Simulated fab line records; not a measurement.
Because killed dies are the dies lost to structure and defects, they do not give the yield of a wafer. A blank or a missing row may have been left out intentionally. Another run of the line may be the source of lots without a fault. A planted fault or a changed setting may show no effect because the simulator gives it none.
Chamber matching	flow nand_harc	4 sister chambers for NHARC_P_M0_CMP_23 on cmp-02
The step polishes, t overpolish 20 s, target thk 117.54 nm. 4 wafers are shown with their chamber, then 9 later ones without.

WAFERS WITH THEIR CHAMBER
wafer	chamber	motor_current_A (A)
L080.4	1	10.4
L083.4	0	10.1
L085.4	2	12.7
L085.5	3	11.3

WAFERS WITHOUT THEIR CHAMBER
wafer	motor_current_A (A)
L090.3	12.7
L090.5	9.9
L090.6	10.3
L089.2	10.3
L089.4	10.0
L089.5	10.9
L095.1	9.7
L095.2	11.8
L095.5	10.4

WHICH CHAMBER EACH WENT THROUGH
wafer	from the rows above	in truth
L090.3	2	2
L090.5	can't be placed: 0 or 1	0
L090.6	can't be placed: 1 or 0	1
L089.2	can't be placed: 1 or 0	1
L089.4	can't be placed: 0 or 1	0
L089.5	can't be placed: 3 or 1 or 0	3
L095.1	can't be placed: 0 or 1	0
L095.2	can't be placed: 3 or 2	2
L095.5	can't be placed: 1 or 0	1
Placed correctly: 1 of 9. These rows do not allow placing 8 (true chamber among the candidates in 8). Number placed wrongly: 0.
How it was worked out, from the rows above alone: a wafer's distance from a chamber is the root of the sum, over the readings, of the square of ((its reading less the chamber's mean) divided by the reading's scatter). The wafer belongs to the nearest chamber; if the next one is less than 2 further off, it can't be placed. A chamber's mean is the mean of its shown wafers. The scatter: with one shown wafer a chamber, the root of the mean of the squares of how far each hidden wafer lies from its nearest shown one.
